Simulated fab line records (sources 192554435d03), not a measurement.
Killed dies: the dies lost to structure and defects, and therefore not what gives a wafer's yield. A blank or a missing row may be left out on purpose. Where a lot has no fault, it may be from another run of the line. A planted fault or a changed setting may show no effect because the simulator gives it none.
Comparing a struck lot with a sound one + flow n5_finfet + 37 steps out of a route of 1938
Sound: these wafers, L681.1, L681.3, L681.6. Wafers struck: L689.3, L689.5, L689.6. The cause is given at the end.
Order at every step that has rows: each side's tool, ch and its chambers, its first start. Under that, the readings that differ: sound wafers + struck wafers + difference of the means + sigmas: that difference in standard deviations of wafers without a fault.
alike: readings with means less than 2 such deviations apart, plus words and numbers identical on both sides. not compared: withheld readings, readings lacking a value on some wafer, bounds such as >300 that could conceal the same value, and numbers that have no deviation in the record and whose values overlap.
A row with sigmas, a row that says differs or no value, or rows on one side alone: a step with any of these is where the two part. Non-overlapping numbers with no deviation appear without sigmas and do not part them. A reading that every wafer of one side lacks parts them only if that side has two wafers or more.

first, 11 steps without rows for these wafers: N5_BEOL_M10_ETCH_65 (etches SiARC in CF4, target depth 39 nm, time 65 s); N5_BEOL_M10_ETCH_66 (etches SOC in N2/H2, target depth 120 nm, overetch 24 nm, time 180 s); N5_BEOL_M10_STRIP_69 (strips in N2/H2); N5_BEOL_M10_VIA_ETCH_34 (etches SiCOH lowk in C4F6/O2, target depth 184.5 nm, time 69.2 s); N5_BEOL_M10_STRIP_73 (strips in C4F6/O2); N5_BEOL_M10_STRIP_36 (strips in N2/H2); N5_BEOL_M10_TRENCH_ETCH_37 (etches SiCOH lowk in C4F6/O2, target depth 148.83 nm, time 48 s); N5_BEOL_M10_ETCH_41 (etches SiCN in CH3F/O2, target depth 42.6 nm, time 86 s); N5_BEOL_M10_STRIP_77 (strips in N2/H2, time 10 s); N5_BEOL_M10_HM_STRIP_39 (strips TiN in peroxide tin strip, target depth 25 nm, time 158 s); N5_BEOL_M10_SRD_40 (time 30 s).
N5_BEOL_M10_PRECLEAN_42: cleans in residue remover, time 60 s.
  sound on wet_bench-05 ch 0,1,2, day 13 00:57; struck on wet_bench-05 ch 0,1,2, day 14 12:37
then, 24 steps without rows for these wafers: N5_BEOL_M10_SRD_43 (time 30 s); N5_BEOL_M10_CURE_72 (cures SiCOH lowk, time 120 s); N5_BEOL_M10_DEGAS_44 (time 60 s); N5_BEOL_M10_PRE_CLEAN_45 (time 30 s); N5_BEOL_M10_ALD_74 (deposits TaN, target thk 2 nm, pulse time 2 s, purge time 3 s); N5_BEOL_M10_SURFACE_TREAT_76; N5_BEOL_M10_CVD_75 (deposits Co from CCTBA/H2, target thk 2 nm, time 138.9 s); N5_BEOL_M10_SPUTTER_48 (material Cu, target thk 12 nm, time 2 s); N5_BEOL_M10_ECD_50 (material Cu, target thk 318 nm); N5_BEOL_M10_ANNEAL_51 (time 90 s); N5_BEOL_M10_CMP_52 (polishes, stops on SiCOH lowk, t overpolish 7 s, target thk 140 nm); N5_BEOL_M10_PRE_CLEAN_55 (time 15 s); N5_BEOL_M10_DEP_56 (deposits SiCN from 3MS/NH3, target thk 15 nm, time 26.5 s); N5_BEOL_M11_ILD_DEP_00 (deposits SiCOH lowk from DEMS/porogen, target thk 308.51 nm, time 58 s); N5_BEOL_M11_CURE_71 (cures SiCOH lowk, time 240 s); N5_BEOL_M11_PECVD_70 (deposits SiO2 from TEOS/O2, target thk 20 nm, time 22.7 s); N5_BEOL_M11_HM_DEP_02 (deposits TiN, target thk 20 nm); N5_BEOL_M11_COAT_59 (time 60 s, resist thk 100 nm); N5_BEOL_M11_COAT_60 (time 60 s, resist thk 30 nm); N5_BEOL_M11_COAT_05 (resist thk 90 nm); N5_BEOL_M11_EBR_07; N5_BEOL_M11_SOFTBAKE_06 (time 60 s); N5_BEOL_M11_EXPOSE_08 (exposes mask M11); N5_BEOL_M11_PEB_09 (peb time 60 s).
-- record jumps: 3 days separate the struck wafers' starts on either side; left off in module BEOL_M11, taken up again in module PASSIVATION, whose first shown step is the route's number 1936 --
N5_PASSIVATION_PROBE_49:
  the record has rows for the struck wafers here (prober-02, day 17 10:15) and none for the sound ones

## WHERE THEY PART
At N5_PASSIVATION_PROBE_49 and nowhere else, as far as this record goes.

WHY: what had been put in by the simulator
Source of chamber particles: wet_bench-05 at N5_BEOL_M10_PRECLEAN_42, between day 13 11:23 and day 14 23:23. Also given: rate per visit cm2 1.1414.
